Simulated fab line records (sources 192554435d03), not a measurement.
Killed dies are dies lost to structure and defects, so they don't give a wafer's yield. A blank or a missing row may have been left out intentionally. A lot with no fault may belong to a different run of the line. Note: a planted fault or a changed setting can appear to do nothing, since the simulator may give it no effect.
Lot-split experiment + flow n5_finfet + 39 wafers read from 7 lots, route of 1938 steps

== SPLIT DETAILS ==
At N5_BEOL_M6_HM_DEP_02 (deposits TiN, target thk 20 nm), the setting target_thk_a was moved away from the recipe's 200 angstrom on 12 of the 39 wafers read, by -28.0% to +58.5%. This setting was run at the recipe's value on the other wafers.

== FROM THE SPLIT TO THE READING: what the file shows between them, 4 steps ==
- N5_BEOL_M6_COAT_59: time 60 s, resist thk 100 nm
- N5_BEOL_M6_COAT_60: time 60 s, resist thk 35 nm
- N5_BEOL_M6_STRIP_68: strips in N2/H2
- N5_BEOL_M6_STRIP_67: strips in CF4

== THE READING ==
etch.depth_nm (the simulator's own value, which no gauge read), in nm, at N5_BEOL_M6_HM_OPEN_17 (chemistry Cl2/BCl3, target TiN, target depth 20 nm, overetch 6 nm). No usual value for it is given in the file. The 27 wafers here that ran the recipe average 20.19 nm, standard deviation 0.22 nm.

| wafer  | tool, chamber at the split | target_thk_a as run, angstrom | against the recipe | etch.depth_nm, nm | against lot-mates on the recipe |
|--------|----------------------------|-------------------------------|--------------------|-------------------|---------------------------------|
| L075.1 | pvd_sputter-03, -          | 144.1                         | -28.0%             | 14.61             | -5.86                           |
| L075.2 | pvd_sputter-03, -          | 200                           | recipe             | 20.59             | -                               |
| L075.3 | pvd_sputter-03, -          | 144.1                         | -28.0%             | 14.64             | -5.83                           |
| L075.4 | pvd_sputter-03, -          | 144.1                         | -28.0%             | 14.86             | -5.61                           |
| L075.5 | pvd_sputter-03, -          | 200                           | recipe             | 20.39             | -                               |
| L075.6 | pvd_sputter-03, -          | 200                           | recipe             | 20.43             | -                               |
| L081.1 | pvd_sputter-03, -          | 200                           | recipe             | 19.9              | -                               |
| L081.2 | pvd_sputter-03, -          | 261                           | +30.5%             | 25.13             | +5.15                           |
| L081.3 | pvd_sputter-03, -          | 200                           | recipe             | 20.12             | -                               |
| L081.4 | pvd_sputter-03, -          | 200                           | recipe             | 19.92             | -                               |
| L081.5 | pvd_sputter-03, -          | 261                           | +30.5%             | 24.75             | +4.77                           |
| L081.6 | pvd_sputter-03, -          | 261                           | +30.5%             | 25.09             | +5.11                           |
| L084.1 | pvd_sputter-01, -          | 200                           | recipe             | 20.22             | -                               |
| L084.4 | pvd_sputter-01, -          | 200                           | recipe             | 20                | -                               |
| L084.6 | pvd_sputter-01, -          | 200                           | recipe             | 20.18             | -                               |
| L087.1 | pvd_sputter-01, -          | 317                           | +58.5%             | 25.68             | +5.56                           |
| L087.2 | pvd_sputter-01, -          | 317                           | +58.5%             | 25.36             | +5.24                           |
| L087.3 | pvd_sputter-01, -          | 317                           | +58.5%             | 25.31             | +5.19                           |
| L087.4 | pvd_sputter-01, -          | 200                           | recipe             | 20.11             | -                               |
| L087.6 | pvd_sputter-01, -          | 200                           | recipe             | 20.11             | -                               |
| L087.5 | pvd_sputter-01, -          | 200                           | recipe             | 20.15             | -                               |
| L092.1 | pvd_sputter-03, -          | 200                           | recipe             | 19.79             | -                               |
| L092.2 | pvd_sputter-03, -          | 200                           | recipe             | 20.26             | -                               |
| L092.3 | pvd_sputter-03, -          | 200                           | recipe             | 20.09             | -                               |
| L092.4 | pvd_sputter-03, -          | 200                           | recipe             | 20.01             | -                               |
| L092.5 | pvd_sputter-03, -          | 200                           | recipe             | 20.02             | -                               |
| L092.6 | pvd_sputter-03, -          | 200                           | recipe             | 19.8              | -                               |
| L096.1 | pvd_sputter-03, -          | 289.3                         | +44.7%             | 25.51             | +5.18                           |
| L096.2 | pvd_sputter-03, -          | 200                           | recipe             | 20.39             | -                               |
| L096.3 | pvd_sputter-03, -          | 289.3                         | +44.7%             | 25.62             | +5.29                           |
| L096.4 | pvd_sputter-03, -          | 289.3                         | +44.7%             | 25.89             | +5.56                           |
| L096.5 | pvd_sputter-03, -          | 200                           | recipe             | 20.41             | -                               |
| L096.6 | pvd_sputter-03, -          | 200                           | recipe             | 20.18             | -                               |
| L097.1 | pvd_sputter-03, -          | 200                           | recipe             | 20.02             | -                               |
| L097.2 | pvd_sputter-03, -          | 200                           | recipe             | 20.61             | -                               |
| L097.3 | pvd_sputter-03, -          | 200                           | recipe             | 20.49             | -                               |
| L097.4 | pvd_sputter-03, -          | 200                           | recipe             | 20.51             | -                               |
| L097.5 | pvd_sputter-03, -          | 200                           | recipe             | 20.07             | -                               |
| L097.6 | pvd_sputter-03, -          | 200                           | recipe             | 20.24             | -                               |

FIT RESULTS
A straight line over all 39 wafers: etch.depth_nm changes by +0.123 nm for each +1% of target_thk_a; r = +0.96; the points scatter about the line by 0.85 nm.
The same after taking each lot's own level away (the mean of its wafers on the recipe; 39 wafers): +0.125 nm for each +1%; r = +0.95; scatter 0.9 nm.
The reading moves by 7.3 nm for the largest change in target_thk_a, on that fit.
Measured against the standard deviation above, the lots' own levels, which go from 19.980 to 20.470 nm, span 2.2 times it.
So the lot-to-lot level changes the slope little: the two slopes agree.
Check: with one of the wafers moved furthest among these (+58.5%) left out of the fit, the line predicts +7.35 nm for it against its lot-mates. Against them it came out at +5.56 nm.

== THE WHOLE CHAIN: every reading that the file lists as answering this split, in the file's order ==
| step                   | what it does                                                      | reading                                                                          | change (the file's fit)                                                           | r (the file's) |
|------------------------|-------------------------------------------------------------------|----------------------------------------------------------------------------------|-----------------------------------------------------------------------------------|----------------|
| N5_BEOL_M6_HM_DEP_02   | deposits TiN, target thk 20 nm                                    | TiN_of_BEOL_M6_HM_DEP_02.thk_nm (the simulator's own value, which no gauge read) | +0.199 nm for each +1% of the setting                                             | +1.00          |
| N5_BEOL_M6_HM_OPEN_17  | chemistry Cl2/BCl3, target TiN, target depth 20 nm, overetch 6 nm | etch.depth_nm (the simulator's own value, which no gauge read)                   | +0.121 nm for each +1% of the setting                                             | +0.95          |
| N5_BEOL_M6_OCD_MEAS_38 |                                                                   | trench_depth_nm                                                                  | not straight: 93.8 at the lowest setting, 93.4 at the recipe, 14.9 at the highest | not given      |

== FILE'S OWN FIT ==
etch.depth_nm changes by +0.121 nm for each +1% of target_thk_a, r = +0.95.
